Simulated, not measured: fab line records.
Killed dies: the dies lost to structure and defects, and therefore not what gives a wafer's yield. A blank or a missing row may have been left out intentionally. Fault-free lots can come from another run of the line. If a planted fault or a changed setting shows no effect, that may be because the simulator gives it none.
Which tool is to blame? :: flow n5-finfet :: 24 lots, 72 wafers sampled, at 5 steps of a route of 1938

== WHAT THE GAUGES READ, wafer by wafer ==
N5_BEOL_M3_CD_MEAS_18: pitch 36 nm, target cd 18 nm.
lot: L074
measured: day 6 22:48
on: cd-sem-03
cd-nm (nm): 18.1 18.1 18.2

lot: L075
measured: day 7 05:01
on: cd-sem-01
cd-nm (nm): 17.4 18.5 18.3

lot: L077
measured: day 7 16:30
on: cd-sem-01
cd-nm (nm): 18.1 18.8 17.5

lot: L076
measured: day 7 19:38
on: cd-sem-03
cd-nm (nm): 17.3 18.4 17.9

lot: L079
measured: day 8 07:41
on: cd-sem-01
cd-nm (nm): 18.3 18.8 17.8

lot: L078
measured: day 8 10:35
on: cd-sem-02
cd-nm (nm): 18.0 18.7 17.8

lot: L080
measured: day 8 22:22
on: cd-sem-02
cd-nm (nm): 17.8 18.8 18.3

lot: L081
measured: day 8 23:31
on: cd-sem-03
cd-nm (nm): 17.5 18.6 18.5

lot: L083
measured: day 9 05:38
on: cd-sem-03
cd-nm (nm): 18.7 17.2 18.3

lot: L082
measured: day 9 07:46
on: cd-sem-02
cd-nm (nm): 18.7 17.5 19.2

lot: L084
measured: day 9 16:31
on: cd-sem-02
cd-nm (nm): 17.7 18.6 16.9

lot: L085
measured: day 9 21:50
on: cd-sem-01
cd-nm (nm): 18.2 18.0 18.8

lot: L086
measured: day 10 15:12
on: cd-sem-02
cd-nm (nm): 18.5 18.4 17.3

lot: L087
measured: day 10 21:34
on: cd-sem-02
cd-nm (nm): 17.5 18.2 17.6

lot: L088
measured: day 10 22:57
on: cd-sem-03
cd-nm (nm): 18.4 17.8 18.6

lot: L089
measured: day 11 00:58
on: cd-sem-01
cd-nm (nm): 17.7 17.7 17.5

lot: L090
measured: day 11 06:23
on: cd-sem-01
cd-nm (nm): 17.0 17.9 17.3

lot: L091
measured: day 11 11:51
on: cd-sem-03
cd-nm (nm): 18.3 17.7 18.1

lot: L092
measured: day 11 17:08
on: cd-sem-02
cd-nm (nm): 17.5 17.5 17.5

lot: L094
measured: day 12 01:00
on: cd-sem-03
cd-nm (nm): 17.6 18.3 17.8

lot: L093
measured: day 12 11:54
on: cd-sem-01
cd-nm (nm): 18.0 18.4 18.3

lot: L095
measured: day 12 18:30
on: cd-sem-02
cd-nm (nm): 18.1 18.4 18.0

lot: L096
measured: day 13 01:00
on: cd-sem-02
cd-nm (nm): 18.4 17.8 18.1

lot: L097
measured: day 13 06:05
on: cd-sem-03
cd-nm (nm): 18.7 17.7 18.3

N5_BEOL_M3_CD_MEAS_35: target cd 18 nm, target cd y 21 nm.
lot: L074
measured: day 7 00:46
on: cd-sem-01
cd-nm (nm): 17.9 18.4 18.9

lot: L075
measured: day 7 06:46
on: cd-sem-02
cd-nm (nm): 17.1 18.3 18.1

lot: L077
measured: day 7 20:50
on: cd-sem-01
cd-nm (nm): 18.6 19.0 18.0

lot: L076
measured: day 8 02:20
on: cd-sem-01
cd-nm (nm): 17.9 18.3 17.6

lot: L079
measured: day 8 09:26
on: cd-sem-02
cd-nm (nm): 17.3 18.6 17.8

lot: L078
measured: day 8 18:08
on: cd-sem-02
cd-nm (nm): 17.7 19.1 17.7

lot: L080
measured: day 9 00:52
on: cd-sem-01
cd-nm (nm): 18.1 18.8 18.7

lot: L081
measured: day 9 07:13
on: cd-sem-03
cd-nm (nm): 17.8 18.1 18.5

lot: L083
measured: day 9 07:13
on: cd-sem-01
cd-nm (nm): 18.3 17.0 18.6

lot: L082
measured: day 9 10:56
on: cd-sem-02
cd-nm (nm): 18.6 17.7 18.7

lot: L084
measured: day 9 19:53
on: cd-sem-01
cd-nm (nm): 17.8 17.8 17.1

lot: L085
measured: day 10 01:01
on: cd-sem-03
cd-nm (nm): 18.2 18.0 18.5

lot: L086
measured: day 10 16:45
on: cd-sem-03
cd-nm (nm): 17.7 18.3 17.1

lot: L087
measured: day 11 01:57
on: cd-sem-02
cd-nm (nm): 17.3 18.3 18.1

lot: L088
measured: day 11 02:25
on: cd-sem-01
cd-nm (nm): 17.6 17.7 18.2

lot: L089
measured: day 11 06:10
on: cd-sem-01
cd-nm (nm): 17.5 17.6 17.5

lot: L090
measured: day 11 15:17
on: cd-sem-02
cd-nm (nm): 17.3 17.7 17.1

lot: L091
measured: day 11 16:12
on: cd-sem-03
cd-nm (nm): 18.2 18.2 17.7

lot: L092
measured: day 11 20:12
on: cd-sem-02
cd-nm (nm): 17.4 16.8 17.7

lot: L094
measured: day 12 10:05
on: cd-sem-01
cd-nm (nm): 17.9 17.8 17.8

lot: L093
measured: day 12 13:35
on: cd-sem-01
cd-nm (nm): 17.9 18.5 18.7

lot: L095
measured: day 12 20:15
on: cd-sem-01
cd-nm (nm): 18.1 18.5 18.0

lot: L096
measured: day 13 04:09
on: cd-sem-02
cd-nm (nm): 18.4 17.7 18.5

lot: L097
measured: day 14 06:01
on: cd-sem-01
cd-nm (nm): 18.2 17.6 18.3

== WHICH TOOL RAN EACH LOT (tool, then ch and the chambers of the sampled wafers, then the start) ==
lot: L074
N5_BEOL_M2_DEGAS_44: pvd-sputter-01, day 6 16:45
N5_BEOL_M2_PRE_CLEAN_45: pvd-sputter-01, day 6 16:47
N5_BEOL_M2_ANNEAL_80: pvd-sputter-01, day 6 18:01

lot: L075
N5_BEOL_M2_DEGAS_44: pvd-sputter-02, day 6 22:16
N5_BEOL_M2_PRE_CLEAN_45: pvd-sputter-02, day 6 22:19
N5_BEOL_M2_ANNEAL_80: pvd-sputter-03, day 6 23:41

lot: L077
N5_BEOL_M2_DEGAS_44: pvd-sputter-03, day 7 10:47
N5_BEOL_M2_PRE_CLEAN_45: pvd-sputter-03, day 7 10:49
N5_BEOL_M2_ANNEAL_80: pvd-sputter-01, day 7 12:00

lot: L076
N5_BEOL_M2_DEGAS_44: pvd-sputter-01, day 7 11:00
N5_BEOL_M2_PRE_CLEAN_45: pvd-sputter-01, day 7 11:02
N5_BEOL_M2_ANNEAL_80: pvd-sputter-03, day 7 13:23

lot: L079
N5_BEOL_M2_DEGAS_44: pvd-sputter-03, day 8 02:05
N5_BEOL_M2_PRE_CLEAN_45: pvd-sputter-03, day 8 02:07
N5_BEOL_M2_ANNEAL_80: pvd-sputter-01, day 8 02:59

lot: L078
N5_BEOL_M2_DEGAS_44: pvd-sputter-02, day 8 05:37
N5_BEOL_M2_PRE_CLEAN_45: pvd-sputter-02, day 8 05:39
N5_BEOL_M2_ANNEAL_80: pvd-sputter-02, day 8 06:28

lot: L080
N5_BEOL_M2_DEGAS_44: pvd-sputter-03, day 8 09:37
N5_BEOL_M2_PRE_CLEAN_45: pvd-sputter-03, day 8 09:40
N5_BEOL_M2_ANNEAL_80: pvd-sputter-03, day 8 10:47

lot: L081
N5_BEOL_M2_DEGAS_44: pvd-sputter-01, day 8 18:22
N5_BEOL_M2_PRE_CLEAN_45: pvd-sputter-01, day 8 18:25
N5_BEOL_M2_ANNEAL_80: pvd-sputter-03, day 8 19:17

lot: L083
N5_BEOL_M2_DEGAS_44: pvd-sputter-01, day 8 21:57
N5_BEOL_M2_PRE_CLEAN_45: pvd-sputter-01, day 8 21:59
N5_BEOL_M2_ANNEAL_80: pvd-sputter-01, day 8 23:15

lot: L082
N5_BEOL_M2_DEGAS_44: pvd-sputter-02, day 9 01:26
N5_BEOL_M2_PRE_CLEAN_45: pvd-sputter-02, day 9 01:29
N5_BEOL_M2_ANNEAL_80: pvd-sputter-02, day 9 02:34

lot: L084
N5_BEOL_M2_DEGAS_44: pvd-sputter-03, day 9 08:05
N5_BEOL_M2_PRE_CLEAN_45: pvd-sputter-03, day 9 08:07
N5_BEOL_M2_ANNEAL_80: pvd-sputter-01, day 9 10:50

lot: L085
N5_BEOL_M2_DEGAS_44: pvd-sputter-02, day 9 16:49
N5_BEOL_M2_PRE_CLEAN_45: pvd-sputter-02, day 9 16:52
N5_BEOL_M2_ANNEAL_80: pvd-sputter-03, day 9 17:53

lot: L086
N5_BEOL_M2_DEGAS_44: pvd-sputter-03, day 10 10:26
N5_BEOL_M2_PRE_CLEAN_45: pvd-sputter-03, day 10 10:29
N5_BEOL_M2_ANNEAL_80: pvd-sputter-03, day 10 11:22

lot: L087
N5_BEOL_M2_DEGAS_44: pvd-sputter-03, day 10 14:53
N5_BEOL_M2_PRE_CLEAN_45: pvd-sputter-03, day 10 14:55
N5_BEOL_M2_ANNEAL_80: pvd-sputter-02, day 10 16:05

lot: L088
N5_BEOL_M2_DEGAS_44: pvd-sputter-02, day 10 17:46
N5_BEOL_M2_PRE_CLEAN_45: pvd-sputter-02, day 10 17:49
N5_BEOL_M2_ANNEAL_80: pvd-sputter-01, day 10 18:52

lot: L089
N5_BEOL_M2_DEGAS_44: pvd-sputter-02, day 10 18:17
N5_BEOL_M2_PRE_CLEAN_45: pvd-sputter-02, day 10 18:20
N5_BEOL_M2_ANNEAL_80: pvd-sputter-03, day 10 20:23

lot: L090
N5_BEOL_M2_DEGAS_44: pvd-sputter-01, day 10 22:48
N5_BEOL_M2_PRE_CLEAN_45: pvd-sputter-01, day 10 22:50
N5_BEOL_M2_ANNEAL_80: pvd-sputter-02, day 11 00:08

lot: L091
N5_BEOL_M2_DEGAS_44: pvd-sputter-02, day 11 06:55
N5_BEOL_M2_PRE_CLEAN_45: pvd-sputter-02, day 11 06:58
N5_BEOL_M2_ANNEAL_80: pvd-sputter-01, day 11 07:55

lot: L092
N5_BEOL_M2_DEGAS_44: pvd-sputter-02, day 11 10:46
N5_BEOL_M2_PRE_CLEAN_45: pvd-sputter-02, day 11 10:48
N5_BEOL_M2_ANNEAL_80: pvd-sputter-01, day 11 13:25

lot: L094
N5_BEOL_M2_DEGAS_44: pvd-sputter-02, day 11 20:22
N5_BEOL_M2_PRE_CLEAN_45: pvd-sputter-02, day 11 20:24
N5_BEOL_M2_ANNEAL_80: pvd-sputter-02, day 11 21:17

lot: L093
N5_BEOL_M2_DEGAS_44: pvd-sputter-01, day 12 07:08
N5_BEOL_M2_PRE_CLEAN_45: pvd-sputter-01, day 12 07:10
N5_BEOL_M2_ANNEAL_80: pvd-sputter-02, day 12 08:04

lot: L095
N5_BEOL_M2_DEGAS_44: pvd-sputter-01, day 12 10:49
N5_BEOL_M2_PRE_CLEAN_45: pvd-sputter-01, day 12 10:51
N5_BEOL_M2_ANNEAL_80: pvd-sputter-03, day 12 13:21

lot: L096
N5_BEOL_M2_DEGAS_44: pvd-sputter-02, day 12 17:17
N5_BEOL_M2_PRE_CLEAN_45: pvd-sputter-02, day 12 17:20
N5_BEOL_M2_ANNEAL_80: pvd-sputter-03, day 12 18:34

lot: L097
N5_BEOL_M2_DEGAS_44: pvd-sputter-03, day 13 01:00
N5_BEOL_M2_PRE_CLEAN_45: pvd-sputter-03, day 13 01:03
N5_BEOL_M2_ANNEAL_80: pvd-sputter-02, day 13 02:08
- N5_BEOL_M2_DEGAS_44: time 60 s.
- N5_BEOL_M2_PRE_CLEAN_45: time 30 s.
- N5_BEOL_M2_ANNEAL_80: time 240 s.

== WHAT THE TOOLS THEMSELVES READ (means of the sampled wafers that have a number; where no wafer has one, the mark that the record gives instead) ==
N5_BEOL_M2_DEGAS_44.
lot: L074
tool: pvd-sputter-01
heater-power-w (W): 316
susceptor-temp-C (C): 250.06

lot: L075
tool: pvd-sputter-02
heater-power-w (W): 341
susceptor-temp-C (C): 250.01

lot: L077
tool: pvd-sputter-03
heater-power-w (W): 317
susceptor-temp-C (C): 250.02

lot: L076
tool: pvd-sputter-01
heater-power-w (W): 322
susceptor-temp-C (C): 249.98

lot: L079
tool: pvd-sputter-03
heater-power-w (W): 315
susceptor-temp-C (C): 250.17

lot: L078
tool: pvd-sputter-02
heater-power-w (W): 336
susceptor-temp-C (C): 250.09

lot: L080
tool: pvd-sputter-03
heater-power-w (W): 286
susceptor-temp-C (C): 250.10

lot: L081
tool: pvd-sputter-01
heater-power-w (W): 335
susceptor-temp-C (C): 250.01

lot: L083
tool: pvd-sputter-01
heater-power-w (W): 330
susceptor-temp-C (C): 250.18

lot: L082
tool: pvd-sputter-02
heater-power-w (W): 349
susceptor-temp-C (C): 250.08

lot: L084
tool: pvd-sputter-03
heater-power-w (W): 293
susceptor-temp-C (C): 250.20

lot: L085
tool: pvd-sputter-02
heater-power-w (W): 335
susceptor-temp-C (C): 250.04

lot: L086
tool: pvd-sputter-03
heater-power-w (W): 325
susceptor-temp-C (C): 249.78

lot: L087
tool: pvd-sputter-03
heater-power-w (W): 318
susceptor-temp-C (C): 250.07

lot: L088
tool: pvd-sputter-02
heater-power-w (W): 346
susceptor-temp-C (C): 250.10

lot: L089
tool: pvd-sputter-02
heater-power-w (W): 340
susceptor-temp-C (C): 250.03

lot: L090
tool: pvd-sputter-01
heater-power-w (W): 323
susceptor-temp-C (C): 250.04

lot: L091
tool: pvd-sputter-02
heater-power-w (W): 332
susceptor-temp-C (C): 250.16

lot: L092
tool: pvd-sputter-02
heater-power-w (W): 329
susceptor-temp-C (C): 250.04

lot: L094
tool: pvd-sputter-02
heater-power-w (W): 338
susceptor-temp-C (C): 250.23

lot: L093
tool: pvd-sputter-01
heater-power-w (W): 310
susceptor-temp-C (C): 250.16

lot: L095
tool: pvd-sputter-01
heater-power-w (W): 329
susceptor-temp-C (C): 250.03

lot: L096
tool: pvd-sputter-02
heater-power-w (W): 334
susceptor-temp-C (C): 250.07

lot: L097
tool: pvd-sputter-03
heater-power-w (W): 354
susceptor-temp-C (C): 249.86

N5_BEOL_M2_PRE_CLEAN_45.
lot: L074
tool: pvd-sputter-01
heater-power-w (W): 320
susceptor-temp-C (C): 249.88

lot: L075
tool: pvd-sputter-02
heater-power-w (W): 343
susceptor-temp-C (C): 249.96

lot: L077
tool: pvd-sputter-03
heater-power-w (W): 316
susceptor-temp-C (C): 249.87

lot: L076
tool: pvd-sputter-01
heater-power-w (W): 327
susceptor-temp-C (C): 250.17

lot: L079
tool: pvd-sputter-03
heater-power-w (W): 318
susceptor-temp-C (C): 249.78

lot: L078
tool: pvd-sputter-02
heater-power-w (W): 333
susceptor-temp-C (C): 249.94

lot: L080
tool: pvd-sputter-03
heater-power-w (W): 283
susceptor-temp-C (C): 250.08

lot: L081
tool: pvd-sputter-01
heater-power-w (W): 328
susceptor-temp-C (C): 249.81

lot: L083
tool: pvd-sputter-01
heater-power-w (W): 333
susceptor-temp-C (C): 250.02

lot: L082
tool: pvd-sputter-02
heater-power-w (W): 352
susceptor-temp-C (C): 249.86

lot: L084
tool: pvd-sputter-03
heater-power-w (W): 296
susceptor-temp-C (C): 250.00

lot: L085
tool: pvd-sputter-02
heater-power-w (W): 339
susceptor-temp-C (C): 249.95

lot: L086
tool: pvd-sputter-03
heater-power-w (W): 325
susceptor-temp-C (C): 249.92

lot: L087
tool: pvd-sputter-03
heater-power-w (W): 320
susceptor-temp-C (C): 249.99

lot: L088
tool: pvd-sputter-02
heater-power-w (W): 335
susceptor-temp-C (C): 250.17

lot: L089
tool: pvd-sputter-02
heater-power-w (W): 345
susceptor-temp-C (C): 249.95

lot: L090
tool: pvd-sputter-01
heater-power-w (W): 318
susceptor-temp-C (C): 249.85

lot: L091
tool: pvd-sputter-02
heater-power-w (W): 337
susceptor-temp-C (C): 249.97

lot: L092
tool: pvd-sputter-02
heater-power-w (W): 333
susceptor-temp-C (C): 250.24

lot: L094
tool: pvd-sputter-02
heater-power-w (W): 335
susceptor-temp-C (C): 250.07

lot: L093
tool: pvd-sputter-01
heater-power-w (W): 312
susceptor-temp-C (C): 250.04

lot: L095
tool: pvd-sputter-01
heater-power-w (W): 331
susceptor-temp-C (C): 249.99

lot: L096
tool: pvd-sputter-02
heater-power-w (W): 336
susceptor-temp-C (C): 250.21

lot: L097
tool: pvd-sputter-03
heater-power-w (W): 352
susceptor-temp-C (C): 250.02

N5_BEOL_M2_ANNEAL_80.
lot: L074
tool: pvd-sputter-01
heater-power-w (W): 811
susceptor-temp-C (C): 399.91

lot: L075
tool: pvd-sputter-03
heater-power-w (W): 687
susceptor-temp-C (C): 400.04

lot: L077
tool: pvd-sputter-01
heater-power-w (W): 848
susceptor-temp-C (C): 400.32

lot: L076
tool: pvd-sputter-03
heater-power-w (W): 781
susceptor-temp-C (C): 399.97

lot: L079
tool: pvd-sputter-01
heater-power-w (W): 793
susceptor-temp-C (C): 399.81

lot: L078
tool: pvd-sputter-02
heater-power-w (W): 837
susceptor-temp-C (C): 400.04

lot: L080
tool: pvd-sputter-03
heater-power-w (W): 707
susceptor-temp-C (C): 399.98

lot: L081
tool: pvd-sputter-03
heater-power-w (W): 782
susceptor-temp-C (C): 400.14

lot: L083
tool: pvd-sputter-01
heater-power-w (W): 793
susceptor-temp-C (C): 400.01

lot: L082
tool: pvd-sputter-02
heater-power-w (W): 877
susceptor-temp-C (C): 400.27

lot: L084
tool: pvd-sputter-01
heater-power-w (W): 805
susceptor-temp-C (C): 399.83

lot: L085
tool: pvd-sputter-03
heater-power-w (W): 708
susceptor-temp-C (C): 399.71

lot: L086
tool: pvd-sputter-03
heater-power-w (W): 715
susceptor-temp-C (C): 400.07

lot: L087
tool: pvd-sputter-02
heater-power-w (W): 852
susceptor-temp-C (C): 400.05

lot: L088
tool: pvd-sputter-01
heater-power-w (W): 806
susceptor-temp-C (C): 399.93

lot: L089
tool: pvd-sputter-03
heater-power-w (W): 732
susceptor-temp-C (C): 399.85

lot: L090
tool: pvd-sputter-02
heater-power-w (W): 849
susceptor-temp-C (C): 400.10

lot: L091
tool: pvd-sputter-01
heater-power-w (W): 791
susceptor-temp-C (C): 399.95

lot: L092
tool: pvd-sputter-01
heater-power-w (W): 785
susceptor-temp-C (C): 400.21

lot: L094
tool: pvd-sputter-02
heater-power-w (W): 822
susceptor-temp-C (C): 400.05

lot: L093
tool: pvd-sputter-02
heater-power-w (W): 826
susceptor-temp-C (C): 400.05

lot: L095
tool: pvd-sputter-03
heater-power-w (W): 691
susceptor-temp-C (C): 400.01

lot: L096
tool: pvd-sputter-03
heater-power-w (W): 854
susceptor-temp-C (C): 400.08

lot: L097
tool: pvd-sputter-02
heater-power-w (W): 822
susceptor-temp-C (C): 399.68

== THE ANSWER, worked out from the rows above alone ==
Rule: usual is defined by the lots themselves. Put in order of their means at a reading, lots are off if they are a third of the lots or fewer, leave a main group of 4 or more, and stand apart from it by a gap of 3 or more times the standard deviation of the main group's means; of several such gaps the widest counts. If all means in a main group match to the digits the tables above print for the reading, that group is not used. A lot without any number at a reading at which 4 lots or more have one is off too. Where the step has rows for the other lots, those lots are counted as sound. First the gauges in route order, then the tools' own readings, where a lot's mean is used as printed above. At the first step where some lot is off, the reading lying furthest off is the one used; lots without a number count as furthest.
Across all readings shown, no lot is off: no conclusion can be drawn from this.

== WHAT THE SIMULATOR HAD INSERTED ==
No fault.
